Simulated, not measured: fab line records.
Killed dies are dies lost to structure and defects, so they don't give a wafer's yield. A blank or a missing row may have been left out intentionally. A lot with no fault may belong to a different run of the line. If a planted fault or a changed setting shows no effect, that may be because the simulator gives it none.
A struck lot beside a sound one -- flow n5-finfet -- 38 steps out of a route of 1938
Sound: these wafers, L644.2, L644.4, L644.5. Struck: wafer L648.1 (L648.2, L648.4, from the same lot, were not struck and are left out); the cause is given at the end.
Per side, at each step with rows, come the tool, then ch with its chambers, and then its first start. Under that, the readings that differ: sound wafers -- struck wafers -- difference of the means -- sigmas: that difference in standard deviations of wafers without a fault.
alike: same words and numbers on both sides, and readings whose means sit less than 2 such deviations apart. not compared: any withheld reading, any reading some wafer has no value for, any bound like >300 that may hide the same value, and any number with overlapping values for which the record gives no deviation.
Wherever a step has rows on one side only, a row that says differs or no value, or a row with sigmas, the two part there. Non-overlapping numbers with no deviation appear without sigmas and do not part them. Lack of a reading on every wafer of one side parts them only where that side has two or more wafers.

first, 9 steps without rows for these wafers: N5_MOL_CONTACT_COAG_PRE_CLEAN_142 (time 60 s); N5_MOL_CONTACT_COAG_SPUTTER_130 (material Co, target thk 47.5 nm); N5_MOL_CONTACT_COAG_PRECLEAN_125 (cleans in DIW, time 57.5 s); N5_MOL_CONTACT_COAG_SRD_126 (dry time 32 s); N5_MOL_CONTACT_COAG_CMP_23 (polishes, stops on SiO2, t overpolish 1.5 s, target thk 0 nm); N5_MOL_CONTACT_COAG_WET_ETCH_26 (target Co, target depth 13 nm); N5_MOL_CONTACT_COAG_WET_ETCH_116 (etches the open film in SC1-inhibited, target depth 4.6 nm, rinse time 30 s); N5_MOL_CONTACT_COAG_ALD_27 (deposits SiOC, target thk 17 nm, pulse time 1.5 s, time 2720 s); N5_MOL_CONTACT_COAG_CMP_28 (polishes, stops on SiNx, t overpolish 0.85 s, target thk 14.522 nm).
N5_MOL_CONTACT_COAG_ALD_123: deposits SiNx, target thk 5 nm, pulse time 1 s, purge time 2 s.
  sound on ald-sin-04 ch 0,1, day 7 06:56; struck on ald-sin-04 ch 1, day 8 06:42
reading,sound,struck,difference,sigmas
ald-cycles,100 100 100,36,-64,
precursor-pulse-height-rel,0.987 0.973 0.973,1.016,+0.038,+2
model.SiNx_of_MOL_CONTACT_COAG_ALD_123.thk-nm (nm),5 5 5,1.8,-3.2,
  alike: heater-power-w
  not compared: since-wet-clean-h
then, 26 steps without rows for these wafers: N5_MOL_CONTACT_COAG_PECVD_31 (deposits SiO2 from TEOS/O2, target thk 46 nm, time 8.9 s); N5_MOL_CONTACT_COAG_COAT_75 (time 60 s, resist thk 60 nm); N5_MOL_CONTACT_COAG_COAT_76 (time 60 s, resist thk 10 nm); N5_MOL_CONTACT_COAG_COAT_77 (time 60 s, resist thk 10 nm); N5_MOL_CONTACT_COAG_COAT_78 (resist thk 40 nm); N5_MOL_CONTACT_COAG_EBR_80; N5_MOL_CONTACT_COAG_SOFTBAKE_79 (time 60 s); N5_MOL_CONTACT_COAG_EXPOSE_81 (exposes mask VG, defocus 0 nm); N5_MOL_CONTACT_COAG_PEB_82 (peb time 60 s); N5_MOL_CONTACT_COAG_DEVELOP_83 (develop time 30 s); N5_MOL_CONTACT_COAG_DESCUM_88 (chemistry O2, time 7 s); N5_MOL_CONTACT_COAG_ETCH_89 (etches underlayer in N2/H2, target depth 13 nm, time 10.4 s); N5_MOL_CONTACT_COAG_ETCH_90 (etches SiARC in CF4, target depth 13 nm, time 21.7 s); N5_MOL_CONTACT_COAG_ALD_131 (deposits SiO2, target thk 5 nm, pulse time 1 s, co reactant pulse time 1 s); N5_MOL_CONTACT_COAG_ETCHBACK_132 (etches SiO2 in CHF3, target depth 10 nm, time 6.7 s); N5_MOL_CONTACT_COAG_ETCH_91 (etches SOC in N2/H2, target depth 60 nm, overetch 21 nm, time 101.2 s); N5_MOL_CONTACT_COAG_STRIP_92 (strips in N2/H2); N5_MOL_CONTACT_COAG_STRIP_93 (strips in N2/H2); N5_MOL_CONTACT_COAG_ETCHBACK_135 (etches SiO2 in CHF3, target depth 25 nm, time 16.7 s); N5_MOL_CONTACT_COAG_STRIP_118 (strips in CHF3); N5_MOL_CONTACT_COAG_VIA_ETCH_46 (etches SiO2 in C4F6/O2, target depth 46 nm, overetch 9.2 nm, time 40 s); N5_MOL_CONTACT_COAG_STRIP_96 (strips in N2/H2); N5_MOL_CONTACT_COAG_ETCH_47 (etches SiNx in CH3F/O2, stops on W, target depth 27 nm); N5_MOL_CONTACT_COAG_STRIP_119 (strips in N2/H2, time 30 s); N5_MOL_CONTACT_COAG_PRECLEAN_144 (cleans in alkaline clean, time 60 s); N5_MOL_CONTACT_COAG_SRD_145 (time 30 s).
N5_MOL_CONTACT_COAG_ETCH_124: etches SiNx in CH3F/O2, stops on SiOC, target depth 6.5 nm.
  sound on rie-diel-06 ch 2,3, day 7 10:17; struck on rie-diel-01 ch 1, day 8 10:47
reading,sound,struck,difference,sigmas
oes-product-au (a.u.),0.60 0.80 0.60,0.39,-0.28,-3
rf-vpp-V (V),293.4 293.7 295.5,298.6,+4.4,+2
model.etch.depth-nm (nm),5.008 5.014 5.018,1.827,-3.186,
  alike: O2_flow_sccm, drypump-motor-current-A, oes_f_703_au, showerhead-plenum-p-Torr, throttle-valve-pct
  not compared: rf-hours-counter-h
-- here the record skips 3 days between the struck wafers' starts before and after, leaving off in module MOL_CONTACT_COAG and picking up in module BEOL_M4 (first step shown: number 1111 of the route) --
N5_BEOL_M4_RC_MEAS_101:
  sound on prober-02 ch 0, day 10 15:51; struck on prober-01 ch 0, day 11 16:17
  alike: DIBL_N, DIBL_P, IOFF_N, IOFF_P, ION_N, ION_P, SS_N, SS_P, VT_N, VT_P

== WHERE THEY PART ==
At N5_MOL_CONTACT_COAG_ALD_123 first; at N5_MOL_CONTACT_COAG_ETCH_124 last (within this record only). Later steps at which nothing parts them and some readings are alike: N5_BEOL_M4_RC_MEAS_101.

WHY: what had been put in by the simulator
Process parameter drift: ald-sin-04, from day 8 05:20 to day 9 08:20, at N5_MOL_CONTACT_COAG_ALD_123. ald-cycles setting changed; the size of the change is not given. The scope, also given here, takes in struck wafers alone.
